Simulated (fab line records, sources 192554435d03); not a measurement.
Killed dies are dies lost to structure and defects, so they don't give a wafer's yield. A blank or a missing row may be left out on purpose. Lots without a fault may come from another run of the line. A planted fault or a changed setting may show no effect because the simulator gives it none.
fab line records | flow n5_finfet
record lots=4 wafers=12 last_day=17
route steps=1938 shown BEOL_M6@1233 BEOL_M7@1263 PASSIVATION@1936
lots that met no fault: from a run of the same line without faults
start_h: hours from the record's first day to the start of the lot's first wafer shown | wait_h: hours since the lot's step before | " the same as in the row above | L1.1+2: a row that stands for several wafers | - no value, or no start given | * or withheld: withheld | < > ~ a bound
route shown NAME@n: a module of which the file shows steps, and the number in the route of the first | usual: mean/standard deviation of fault-free wafers | same: alike in all rows | chamber/n: place in a boat | sites: the reading at each site | _std_site: their standard deviation | _edge_site: outer sites' mean less inner sites' | radius_mm: how far each site lies from the wafer's centre | mask NAME#n: copy n | behind: the tool/chamber that last shaped the wafer | hold: why the lot was held/for how many hours/how that ended | device: the transistor (n, p or np) that didn't switch | end of line: the same wafers' tests at the end of the route | a step without rows: its recipe alone | killed: dies lost to structure and defects at the first sort, not the wafer's yield | map: a wafer's dies, x killed, . not, _ none there
set.NAME: the setting as run; set.NAME@STEP: as run at that earlier step | model.NAME: the simulator's own value behind a step, which no gauge read
lots at some steps of the route; a table a step, a row a wafer
services: from which hour (start_h, from the record's first day; less than 0 if before it) a tool's chamber was out of use, for how many hours, and why
## steps
# step N5_BEOL_M6_ETCH_66
# recipe chemistry=N2/H2 target=SOC target_depth_a=800 overetch_a=160 mask_material=SiARC temp_c=40 time_s=120 ion_energy_ev=200 pressure_mtorr=30 source_w=840 bias_w=150 n2_flow_sccm=200 h2_flow_sccm=200
# step N5_BEOL_M6_STRIP_69
# recipe chemistry=N2/H2 temp_c=40 n2_flow_sccm=200 h2_flow_sccm=200 rf_frequency_hz=6e+07
# step N5_BEOL_M6_STRIP_73
# recipe chemistry=N2/H2 temp_c=40 n2_flow_sccm=200 h2_flow_sccm=200 rf_frequency_hz=6e+07
# step N5_BEOL_M6_VIA_ETCH_34
# recipe chemistry=C4F6/O2 target=SiCOH_lowk target_depth_a=1263 mask_material=SOC taper_deg=4 time_s=50.9 ion_energy_ev=250 pressure_mtorr=30 source_w=345 bias_w=185 Ar_flow_sccm=300 C4F6_flow_sccm=10 O2_flow_sccm=10
# step N5_BEOL_M6_STRIP_76
# recipe chemistry=C4F6/O2 resist=SiARC rf_frequency_hz=6e+07
# step N5_BEOL_M6_STRIP_36
# recipe chemistry=N2/H2 power_w=450 temp_c=40 pressure_mtorr=20 rf_frequency_hz=6e+07 overash_fraction=0.3 bias_power_w=7 h2_frac=0.5 n2_flow_sccm=200 h2_flow_sccm=200
# step N5_BEOL_M6_TRENCH_ETCH_37
# recipe chemistry=C4F6/O2 target_depth_a=944.35 target=SiCOH_lowk time_s=31.5 ion_energy_ev=250 pressure_mtorr=30 source_w=345 bias_w=185 Ar_flow_sccm=300 C4F6_flow_sccm=10 O2_flow_sccm=10
# step N5_BEOL_M6_ETCH_41
# recipe chemistry=CH3F/O2 target=SiCN target_depth_a=297 taper_deg=2 time_s=52 ion_energy_ev=120 mask_material=TiN pressure_mtorr=30 source_w=395 bias_w=75 Ar_flow_sccm=150 CH3F_flow_sccm=30 O2_flow_sccm=20
# step N5_BEOL_M6_STRIP_80
# recipe chemistry=N2/H2 time_s=10 power_w=450 temp_c=40 pressure_mtorr=20 rf_frequency_hz=6e+07 bias_power_w=7 n2_flow_sccm=200 h2_flow_sccm=200
# step N5_BEOL_M6_HM_STRIP_39
# recipe chemistry=peroxide_tin_strip material=TiN target_depth_a=250 temp_c=50 time_s=158
# step N5_BEOL_M6_SRD_40
# recipe time_s=30 temp_c=23 rinse_liquid=diw dry=ipa_marangoni
# step N5_BEOL_M6_PRECLEAN_42
# recipe chemistry=residue_remover time_s=60 temp_c=40
# columns lot.wafer tool chamber start_h wait_h
L326.2+3+6 wet_bench-06 2,4,6 270.79 0.0
L329.3+5+6 wet_bench-03 3,6,5 294.55 0.0
L336.1+4+6 wet_bench-03 5,3,6 318.42 0.0
L334.3+5+6 wet_bench-03 5,2,1 323.14 0.0
# step N5_BEOL_M6_SRD_43
# recipe time_s=30 temp_c=23 rinse_liquid=diw dry=ipa_marangoni
# step N5_BEOL_M6_CURE_75
# recipe temp_c=370 time_s=120 ambient=DMADMS/He material=SiCOH_lowk
# step N5_BEOL_M6_DEGAS_44
# recipe ambient=vacuum temp_c=250 time_s=60
# step N5_BEOL_M6_PRE_CLEAN_45
# recipe gas=H2/He time_s=30 temp_c=250
# step N5_BEOL_M6_ALD_77
# recipe material=TaN target_thk_a=20 temp_c=275 ald_precursor_family=PDMAT ald_co_reactant=NH3 pressure_torr=3 carrier_flow_sccm=1500 pulse_time_s=2 purge_time_s=3 co_reactant_purge_time_s=2 co_reactant_pulse_time_s=3 ald_cycles=40 precursor_vessel_temp_c=75 precursor_vessel_pressure_torr=26.25 precursor_vessel_carrier_sccm=1000
# step N5_BEOL_M6_SURFACE_TREAT_79
# recipe gas=Ar time_s=* ion_energy_ev=* ion_current_ma_cm2=0.5 pressure_mtorr=* ar_flow_sccm=30
# step N5_BEOL_M6_CVD_78
# recipe material=Co target_thk_a=20 temp_c=withheld precursor=CCTBA/H2 pressure_torr=30 time_s=142.3
# step N5_BEOL_M6_SPUTTER_48
# recipe material=Cu target_thk_a=100 temp_c=-20 bias_v=60 power_w=26000 chamber_pressure_pa=0.13 time_s=1.667
# step N5_BEOL_M6_ECD_50
# recipe material=Cu target_thk_a=3000
# step N5_BEOL_M6_ANNEAL_51
# recipe temp_c=225 time_s=90 ambient=N2
# step N5_BEOL_M6_CMP_52
# recipe stop_on=SiCOH_lowk t_overpolish_s=6.9 down_force_psi=1 platen_rpm=50 clearing_platen_down_force_psi=1.5 clearing_platen_rpm=50 post_cmp_clean=cu_alkaline target_thk_nm=80 clearing_platen_pad_velocity_m_s=0.99484 pad_velocity_m_s=0.99484
# step N5_BEOL_M6_PRE_CLEAN_55
# recipe gas=NH3 time_s=15 temp_c=withheld rf_power_w=300
# step N5_BEOL_M6_DEP_56
# recipe material=SiCN target_thk_a=100 temp_c=withheld precursor=3MS/NH3 pressure_torr=3 rf_w=202 time_s=17.5
# step N5_BEOL_M7_ILD_DEP_00
# recipe material=SiCOH_lowk target_thk_a=1797.5 temp_c=300 precursor=DEMS/porogen pressure_torr=5 rf_w=500 time_s=33.4
# step N5_BEOL_M7_CURE_74
# recipe temp_c=385 time_s=240 ambient=He/Ar material=SiCOH_lowk
# step N5_BEOL_M7_PECVD_70
# recipe material=SiO2 target_thk_a=200 temp_c=400 precursor=TEOS/O2 pressure_torr=5.5 rf_w=450 teos_flow_sccm=53.8 gas=O2 flow_sccm=3000 time_s=22.7
# step N5_BEOL_M7_HM_DEP_02
# recipe material=TiN target_thk_a=200 temp_c=25 chamber_pressure_pa=0.49996
# step N5_BEOL_M7_COAT_59
# recipe resist=SOC temp_c=250 time_s=60 spin_rpm=1500 resist_thk_nm=100
# step N5_BEOL_M7_COAT_60
# recipe resist=SiARC temp_c=220 time_s=60 spin_rpm=1500 resist_thk_nm=35
# step N5_BEOL_M7_COAT_05
# recipe resist=CAR-ArF spin_rpm=1500 resist_thk_nm=90
# step N5_BEOL_M7_EBR_07
# recipe solvent=PGMEA ebr_width_mm=1.5
# step N5_BEOL_M7_SOFTBAKE_06
# recipe temp_c=110 time_s=60 resist=CAR-ArF
# step N5_BEOL_M7_EXPOSE_08
# recipe mask_id=M7 na=1.35 source_shape=dipole sigma_inner=0.817 sigma_outer=0.97 polarization=te dose_mj=68.25
# step N5_BEOL_M7_PEB_09
# recipe peb_temp_c=withheld peb_time_s=60 resist=CAR-ArF
# step N5_PASSIVATION_PROBE_49
# usual defect_limited_yield=91.0/1.5 killed_at_M0_to_M3=35/11 killed_at_M4_up=13/5 killed_at_contacts=12/5.9 killed_at_front_end=42/13 killed_at_other=3/3.2 killed_dies=106/18 killed_open=69/13 killed_short=35/8.9 sort_bin_5_function=5.2/0.95 sort_bin_6_memory=3.3/0.71 sort_n_pass=1074/18 sort_yield_pct=91.0/1.5
# same gross_dies=1180 killed_at_back_side=0 sort_bin_4_leakage[%]=0 sort_bin_8_speed[%]=0
# columns lot.wafer tool chamber start_h wait_h defect_limited_yield[%] killed_at_M0_to_M3 killed_at_M4_up killed_at_contacts killed_at_front_end killed_at_other killed_dies killed_open killed_short sort_bin_5_function[%] sort_bin_6_memory[%] sort_n_pass sort_yield_pct[%]
L336.1 prober-02 - 409.61 0.0 81.7 49 120 10 37 0 216 59 46 11.4 4.6 964 81.7
L336.4 prober-02 - 409.76 0.2 82.3 37 118 14 39 1 209 56 41 11.0 5.0 971 82.3
L336.6 prober-02 - 409.86 0.3 85.9 44 65 13 44 0 166 53 51 8.0 4.3 1014 85.9
L334.3 prober-02 - 414.19 0.1 81.0 39 130 6 46 3 224 75 27 12.3 4.4 956 81.0
L334.5 prober-02 - 414.29 0.2 86.2 25 82 8 45 3 163 61 28 8.8 3.5 1017 86.2
L334.6 prober-02 - 414.34 0.3 87.6 29 53 10 51 3 146 66 27 5.9 4.6 1034 87.6
# killed by level:class
L336.1 BEOL_M6:unspecified=107 BEOL_M0_SAQP:geometric_particle:open=14 BEOL_M0_SAQP:geometric_particle:short=14 FIN_SAQP:geometric_particle:short=10 BEOL_M1:geometric_particle:open=10 MOL_CONTACT_COAG:geometric_particle:open=7 STI_FIN_REVEAL:geometric_particle:open=6 FIN_SAQP:geometric_particle:open=4
L336.4 BEOL_M6:unspecified=107 BEOL_M0_SAQP:geometric_particle:open=13 MOL_CONTACT_COAG:geometric_particle:open=12 BEOL_M0_SAQP:geometric_particle:short=12 FIN_SAQP:geometric_particle:short=7 STI_FIN_REVEAL:geometric_particle:open=7 BEOL_M4:geometric_particle:open=6 FIN_SAQP:geometric_particle:open=5
L336.6 BEOL_M6:unspecified=59 FIN_SAQP:geometric_particle:short=13 BEOL_M0_SAQP:geometric_particle:short=12 BEOL_M0_SAQP:geometric_particle:open=11 GATE_CUT:geometric_particle:short=10 MOL_CONTACT_COAG:geometric_particle:open=7 BEOL_M1:geometric_particle:open=6 STI_FIN_REVEAL:geometric_particle:open=5
L334.3 BEOL_M6:unspecified=113 BEOL_M0_SAQP:geometric_particle:short=10 STI_FIN_REVEAL:geometric_particle:open=9 BEOL_M3:geometric_particle:open=9 BEOL_M0_SAQP:geometric_particle:open=9 BEOL_M4:geometric_particle:open=9 HKMG_FIN:area_etch=9 FIN_SAQP:geometric_particle:open=7
L334.5 BEOL_M6:unspecified=69 DUMMY_GATE:geometric_particle:open=11 FIN_SAQP:geometric_particle:short=8 FIN_SAQP:geometric_particle:open=7 MOL_CONTACT_COAG:geometric_particle:open=7 BEOL_M0_SAQP:geometric_particle:open=6 BEOL_M4:geometric_particle:open=6 BEOL_M0_SAQP:geometric_particle:short=4
L334.6 BEOL_M6:unspecified=43 FIN_SAQP:geometric_particle:open=12 BEOL_M3:geometric_particle:open=10 STI_FIN_REVEAL:geometric_particle:open=8 MOL_CONTACT_COAG:geometric_particle:open=8 HKMG_FIN:area_etch=8 BEOL_M0_SAQP:geometric_particle:open=6 BEOL_M4:geometric_particle:open=6
# map L334.3 (x killed, . not)
_________________.....xx.....________________
______________............x....._____________
___________............x....x....x.__________
__________...................x......_________
________.....x.x............x........._______
_______.......................x...x...x______
______x...xx............................_____
_____.....x.........x.......x...........x____
____.............x...x...x...........x....___
___x...x....x...........................x..__
___.........x..........................x...__
__......x.x...................x.....x......._
__.x........................................_
_.......x...x..........x.....................
_x...xx.xxxxxx.x......x...........x..........
_..x.xxxxxxxxx..x......x....x...x....x.......
_.x..xxxxxxxxxx...............xx............x
_..xxxxxxxxxxx..xx.....x...x.......x.........
_x..xxxxxxxxxxxx.x...........x.x.........x...
_..xxxxxxxxxxxxx........x........x...........
_.xxxxxxxxxxxxxxx........x...........xx..x...
__.xx.xxxxxxxxx..x..x.............x..x......_
__..xxxxx.xxxxxx..................x.x......x_
___.x.x.x.x.xx...x.......x.............x...__
___......xxx............................x..__
____x.xx..x..........x......x.x...........___
_____.....x.....xx.......................____
______......x.x....x...................._____
_______.........x...x.....x..........xx______
________................x............._______
__________....x.....x.....x...x....._________
___________....x.x........x......x.__________
______________.x...x.....x..x..x_____________
_________________..xxx.....x.________________
# map L336.1 (x killed, . not)
_________________x...........________________
______________..x...x..........._____________
___________..x.x......x............__________
__________....x.........x......x...._________
________......x...x.x......xx.....x..._______
_______................x...............______
______......x........xx.x.............x._____
_____.....................x....x.........____
____.........x.x...........x.......x....x.___
___x...x...x...........x.........x.........__
___.........................xx...x.........__
__............xx..................x........._
__....x.x.....x.................x...x......x_
_.x...x.x..xx.xx.........x..................x
_....x.xxx.xxx...........................x...
_xx...xxxxxxxx.x..................x..........
_x..xxxxxxxxx.....x................x.........
_..xxxxxxxxxx.x.....................x....x..x
_x..xxxxxxxxxxxxxx.......x...................
_x.xxxxxxxxxxxx.....................xx....x.x
_..xxxxxxxxxxxxx.............................
__.xxxxxxxxx.x.x......x..........xx.x....x.._
__...x.xxxxxxx.x.............x.x..x.xx..x.x._
___..xx.xxx.x...x.......x..................__
___x.x.x..x.x........x.x...........x.......__
____....x.................................___
_____.x..................................____
______.........x.......x.............x.._____
_______....................x......x.x..______
________..x.x.....x.x............x...._______
__________x...............x........._________
___________.x..............x.......__________
______________....xx........x.x._____________
_________________.......x....________________
## services
# columns tool chamber start_h hours kind
wet_bench-06 - 255.11 2.4 repair
## key
first_sign step=N5_PASSIVATION_PROBE_49 reading=killed_at_M4_up direction=up sigmas=16 usual=13 struck=95
effect step=N5_PASSIVATION_PROBE_49 reading=defect_limited_yield direction=down sigmas=4.6 usual=91.0 struck=84.1
more_kills_born_at N5_BEOL_M6_PRECLEAN_42@wet_bench-03=498
met_at N5_BEOL_M6_PRECLEAN_42
struck_wafers L334.3,L334.5,L334.6,L336.1,L336.4,L336.6
onset_between 294.55 318.42
also_fits time
fault kind=chamber_particle_source tool=wet_bench-03 chamber=- onset_h=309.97 steps=N5_BEOL_M6_PRECLEAN_42 rate_per_visit_cm2=0.55556 end_h=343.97
